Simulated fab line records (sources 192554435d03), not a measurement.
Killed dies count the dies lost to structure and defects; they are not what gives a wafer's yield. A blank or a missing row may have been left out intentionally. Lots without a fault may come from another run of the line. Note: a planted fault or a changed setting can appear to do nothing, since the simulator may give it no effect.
fab line records | flow n5-finfet
record: lots: 7 wafers: 21 last-day: 18
route steps=1938 shown GATE_CUT@511 MOL_CONTACT_COAG@517
lots untouched by any fault: they come from a run of this same line in which no faults occurred
start-h: hours from the record's first day to the start of the lot's first wafer shown | wait-h: hours since the lot's step before | " unchanged from the row above | L1.1+2: a row that stands for several wafers | - no value, or no start was given | * or withheld: withheld | < > ~ a bound
route shown NAME@n: a module of which the file shows steps, and the number in the route of the first | usual: mean/standard deviation taken from wafers without a fault | same: alike in all rows | chamber/n: place in a boat | sites: each site's reading | _std_site: the standard deviation of these | _edge_site: outer sites' mean less inner sites' | radius-mm: how far each site lies from the wafer's centre | mask NAME#n: copy n | behind: the tool/chamber that last shaped the wafer | hold: the reason the lot was held/the length of the hold in hours/how it ended | device: whichever transistor did not switch (one of n, p or np) | end of line: tests of these same wafers at the route's end | a step given without rows: its recipe and nothing more | killed: dies lost to structure and defects at the first sort, not the wafer's yield | map: dies across one wafer; x = killed, . = not, _ = none there
set.NAME: the setting the step ran with; set.NAME@STEP: the setting that earlier step ran with | model.NAME: the simulator's own value behind a step, which no gauge read
lots at selected steps of the route; one table per step, one row per wafer
services: when a tool's chamber went out of use (start-h, in hours from the record's first day, below 0 if earlier), for how many hours, and the reason
== steps ==
step: N5_GATE_CUT_CMP_23
recipe: stop-on: SiO2 t-overpolish-s: 23.4 post-cmp-clean: alkaline-brush down-force-psi: 2.5 platen-rpm: 51.8 pad-velocity-m-s: 1.0307 target-thk-nm: 16
usual: edge-zone-pressure-frac: 1.000/0.0054 motor-current-A: 9.4/1.1 overpolish-run-s: 23.401/0.0083 time-to-endpoint-s: 19.4/2.4
columns lot.wafer tool chamber start-h wait-h edge-zone-pressure-frac motor-current-A overpolish-run-s time-to-endpoint-s
L822.4 cmp-03 1 85.71 0.8 0.999 12.8 23.399 22.2
L822.3 " 2 " " 0.986 9.2 23.403 23.8
L822.1 " 3 " " 1.000 10.2 23.396 22.6
L825.4 cmp-04 3 105.90 0.8 0.998 9.2 23.408 19.1
L825.3 " 0 " " 1.002 8.8 23.398 20.6
L825.6 " 1 " " 1.003 9.6 23.402 19.8
L827.2 cmp-01 0 118.93 0.8 1.006 8.4 23.406 21.3
L827.4 " 1 " " 0.999 9.7 23.415 17.2
L827.1 " 2 " " 0.997 9.3 23.397 18.6
L828.2 cmp-01 0 121.18 0.8 0.993 8.7 23.398 15.3
L828.4 " 2 " " 0.999 9.6 23.399 15.6
L828.1 " 3 " " 0.995 8.4 23.397 18.9
L829.4 cmp-01 1 129.51 0.8 1.001 9.9 23.414 19.9
L829.2 " 3 " " 0.992 8.1 23.403 20.5
L829.5 " 0 " " 1.004 8.1 23.421 20.8
L839.2 cmp-01 1 216.41 0.8 1.006 9.8 23.382 16.6
L839.3 " 0 " " 0.998 8.7 23.406 17.5
L839.5 " 1 " " 1.003 10.1 23.410 14.9
L840.3 cmp-04 1 217.16 0.8 1.006 9.7 23.400 20.0
L840.4 " 2 " " 1.003 8.6 23.403 22.7
L840.6 " 1 " " 0.993 9.7 23.408 20.0
step: N5_GATE_CUT_THK_MEAS_24
recipe: reads: SiO2_of_GATE_CUT_HM_DEP_46+SiO2_flowable_of_ILD0_FCVD_FILL_01
usual: GC_FILL_THK: 219.3/2
columns lot.wafer tool chamber start-h wait-h GC_FILL_THK[nm]
L822.1 film-metro-01 - 86.00 - 217.2
L822.3 " - " " 218.7
L822.4 " - " " 220.5
L825.3 film-metro-02 - 106.12 - 219.1
L825.4 " - " " 219.9
L825.6 " - " " 222.2
L827.1 film-metro-02 - 119.19 - 217.2
L827.2 " - " " 218.8
L827.4 " - " " 219.0
L828.1 film-metro-02 - 121.48 - 220.6
L828.2 " - " " 218.9
L828.4 " - " " 218.9
L829.2 film-metro-01 - 129.77 - 218.1
L829.4 " - " " 218.4
L829.5 " - " " 215.8
L839.2 film-metro-02 - 216.70 - 220.1
L839.3 " - " " 221.6
L839.5 " - " " 221.6
L840.3 film-metro-02 - 217.42 - 220.4
L840.4 " - " " 222.3
L840.6 " - " " 221.9
step: N5_GATE_CUT_CMP_43
recipe: material: SiO2 post-cmp-clean: rinse-only
usual: edge-zone-pressure-frac: 1.000/0.0047 motor-current-A: 13.2/1.9
columns lot.wafer tool chamber start-h wait-h edge-zone-pressure-frac motor-current-A
L822.3 cmp-03 2 86.03 0.0 0.998 12.8
L822.4 " 0 " " 1.006 13.5
L822.1 " 1 " " 1.000 17.4
L825.4 cmp-01 1 106.15 0.0 1.007 13.0
L825.3 " 3 " " 1.003 10.9
L825.6 " 1 " " 1.005 12.6
L827.1 cmp-04 3 119.22 0.0 0.998 12.7
L827.2 " 1 " " 0.992 12.9
L827.4 " 2 " " 1.007 12.2
L828.2 cmp-03 1 121.51 0.0 1.001 16.7
L828.4 " 2 " " 0.999 12.3
L828.1 " 3 " " 0.991 13.1
L829.2 cmp-03 0 129.96 0.2 1.007 14.0
L829.4 " 1 " " 0.990 17.5
L829.5 " 2 " " 0.993 11.9
L839.3 cmp-03 3 216.81 0.1 0.996 13.6
L839.2 " 1 " " 1.000 17.5
L839.5 " 3 " " 1.003 13.9
L840.4 cmp-03 3 217.53 0.1 1.000 14.3
L840.3 " 1 " " 0.999 17.7
L840.6 " 2 " " 0.992 12.1
step: N5_GATE_CUT_CMP_61
recipe: stop-on: SiNx t-overpolish-s: 3 post-cmp-clean: alkaline-brush down-force-psi: 4 platen-rpm: 27.09 pad-velocity-m-s: 0.539
usual: edge-zone-pressure-frac: 1.001/0.0047 motor-current-A: 13.2/1.8
columns lot.wafer tool chamber start-h wait-h edge-zone-pressure-frac motor-current-A
L822.3 cmp-03 2 86.51 0.4 0.999 12.6
L822.4 " 0 " " 1.002 13.2
L822.1 " 1 " " 1.005 16.9
L825.4 cmp-01 1 106.63 0.4 0.987 13.5
L825.3 " 3 " " 1.008 11.0
L825.6 " 1 " " 0.985 13.1
L827.1 cmp-04 3 119.70 0.4 0.998 12.6
L827.2 " 1 " " 0.997 12.1
L827.4 " 2 " " 1.005 11.4
L828.2 cmp-03 1 121.99 0.4 0.998 17.4
L828.4 " 2 " " 1.000 11.7
L828.1 " 3 " " 0.997 13.1
L829.2 cmp-03 0 130.34 0.3 1.001 13.0
L829.4 " 1 " " 1.005 17.5
L829.5 " 2 " " 1.000 11.8
L839.3 cmp-03 3 217.24 0.3 1.001 13.5
L839.2 " 1 " " 1.001 17.7
L839.5 " 3 " " 0.997 13.7
L840.4 cmp-03 3 217.96 0.3 1.002 13.7
L840.3 " 1 " " 0.996 17.6
L840.6 " 2 " " 1.001 12.9
step: N5_GATE_CUT_INSPECT_26
recipe: inspect-instrument: darkfield mode: post-cmp
usual: raw-defect-count: 36/15
columns lot.wafer tool chamber start-h wait-h raw-defect-count
L822.1 defect-inspect-01 - 86.75 0.0 28
L822.3 " - " " 18
L822.4 " - " " 17
L825.3 defect-inspect-01 - 106.86 0.0 58
L825.4 " - " " 72
L825.6 " - " " 50
L827.1 defect-inspect-02 - 119.93 0.0 52
L827.2 " - " " 51
L827.4 " - " " 25
L828.1 defect-inspect-02 - 122.22 0.0 36
L828.2 " - " " 32
L828.4 " - " " 27
L829.2 defect-inspect-01 - 130.51 0.0 68
L829.4 " - " " 62
L829.5 " - " " 52
L839.2 defect-inspect-01 - 217.44 0.0 45
L839.3 " - " " 23
L839.5 " - " " 41
L840.3 defect-inspect-02 - 218.16 0.0 21
L840.4 " - " " 29
L840.6 " - " " 25
step: N5_MOL_CONTACT_COAG_COAT_103
recipe: resist: SOC temp-c: 250 time-s: 60 spin-rpm: 1500 resist-thk-nm: 80
step: N5_MOL_CONTACT_COAG_COAT_104
recipe: resist: SiARC temp-c: 220 time-s: 60 spin-rpm: 1500 resist-thk-nm: 12
step: N5_MOL_CONTACT_COAG_COAT_58
recipe: resist: underlayer temp-c: 205 time-s: 60 spin-rpm: 1500 resist-thk-nm: 10
step: N5_MOL_CONTACT_COAG_COAT_02
recipe: resist: CAR-EUV spin-rpm: 1500 resist-thk-nm: 30
step: N5_MOL_CONTACT_COAG_EBR_04
recipe: solvent: PGMEA ebr-width-mm: 1.5
step: N5_MOL_CONTACT_COAG_SOFTBAKE_03
recipe: temp-c: 110 time-s: 60 resist: CAR-EUV
step: N5_MOL_CONTACT_COAG_EXPOSE_05
recipe: mask-id: CA na: 0.33 source-shape: annular sigma-inner: 0.4 sigma-outer: 0.8 polarization: unpolarized defocus-nm: 0 dose-mj: 38.25
usual: exposure-dose-mJ-cm2: 38.21/0.046 focus-offset-nm: 0.0/0.54 sigma-inner: 0.4/0
columns lot.wafer tool chamber start-h wait-h mask exposure-dose-mJ-cm2 focus-offset-nm sigma-inner
L822.1 euv-scanner-01 0 87.04 - CA#0 38.21 1.1 0.4
L822.3 " 0 " " CA#0 38.25 0.3 0.4
L822.4 " 0 " " CA#0 38.18 0.0 0.4
L825.3 euv-scanner-02 0 107.16 - CA#0 38.27 -0.4 0.4
L825.4 " 0 " " CA#0 38.27 -0.1 0.4
L825.6 " 0 " " CA#0 38.26 -0.1 0.4
L827.1 euv-scanner-01 - 120.10 - CA#0 - - -
L827.2 " - " " CA#0 - - -
L827.4 " - " " CA#0 - - -
L828.1 euv-scanner-01 - 122.39 - CA#0 - - -
L828.2 " - " " CA#0 - - -
L828.4 " - " " CA#0 - - -
L829.2 euv-scanner-01 - 130.69 - CA#0 - - -
L829.4 " - " " CA#0 - - -
L829.5 " - " " CA#0 - - -
L839.2 euv-scanner-02 0 217.62 - CA#0 38.25 0.0 0.4
L839.3 " 0 " " CA#0 38.25 -0.2 0.4
L839.5 " 0 " " CA#0 38.20 0.4 0.4
L840.3 euv-scanner-02 0 218.34 - CA#0 38.21 0.5 0.4
L840.4 " 0 " " CA#0 38.14 0.1 0.4
L840.6 " 0 " " CA#0 38.17 0.2 0.4
step: N5_MOL_CONTACT_COAG_PEB_06
recipe: peb-temp-c: 100 peb-time-s: 60 resist: CAR-EUV
== services ==
columns tool chamber start-h hours kind
cmp-03 - 71.34 5.1 pm
euv-scanner-02 - 89.94 5.8 pm
euv-scanner-01 - 96.76 4.6 pm
euv-scanner-01 - 103.43 0.3 repair
euv-scanner-01 - 109.54 1.0 pm
cmp-04 - 123.36 5.2 pm
cmp-01 - 127.61 1.6 repair
euv-scanner-01 - 134.50 91.5 repair
cmp-04 - 136.81 1.7 repair
euv-scanner-02 - 146.75 18.1 repair
cmp-03 - 146.79 0.3 repair
cmp-04 - 149.20 4.0 pm
cmp-04 - 153.20 - consumable-replace:conditioner
cmp-04 - 153.20 - consumable-replace:pad
cmp-01 - 178.10 2.4 repair
euv-scanner-02 - 178.16 28.1 repair
cmp-03 - 194.05 0.8 repair
euv-scanner-02 - 206.29 4.6 pm
cmp-04 - 211.44 3.1 repair
== key ==
first-sign: step: N5_MOL_CONTACT_COAG_EXPOSE_05 reading: tool-record direction: missing
effect none on later readings
met-at N5_MOL_CONTACT_COAG_EXPOSE_05
struck-wafers L827.1,L827.2,L827.4,L828.1,L828.2,L828.4,L829.2,L829.4,L829.5
later-rows-left-out L827.1,L827.2,L827.4,L828.1,L828.2,L828.4,L829.2,L829.4,L829.5
sort-left-out L827.1,L827.2,L827.4,L828.1,L828.2,L828.4,L829.2,L829.4,L829.5
onset-between 87.04 120.10
fault: kind: skipped-step-whole tool: euv-scanner-01 chamber: - onset-h: 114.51 steps: N5_MOL_CONTACT_COAG_EXPOSE_05 scope: struck-lots-only
sort-left-out: the simulated sort isn't trusted on such a fault, so these wafers' sort isn't shown, and their yield isn't known
later-rows-left-out: the simulator's readings of these wafers behind a module that went badly wrong aren't trusted and aren't shown, but for the sort
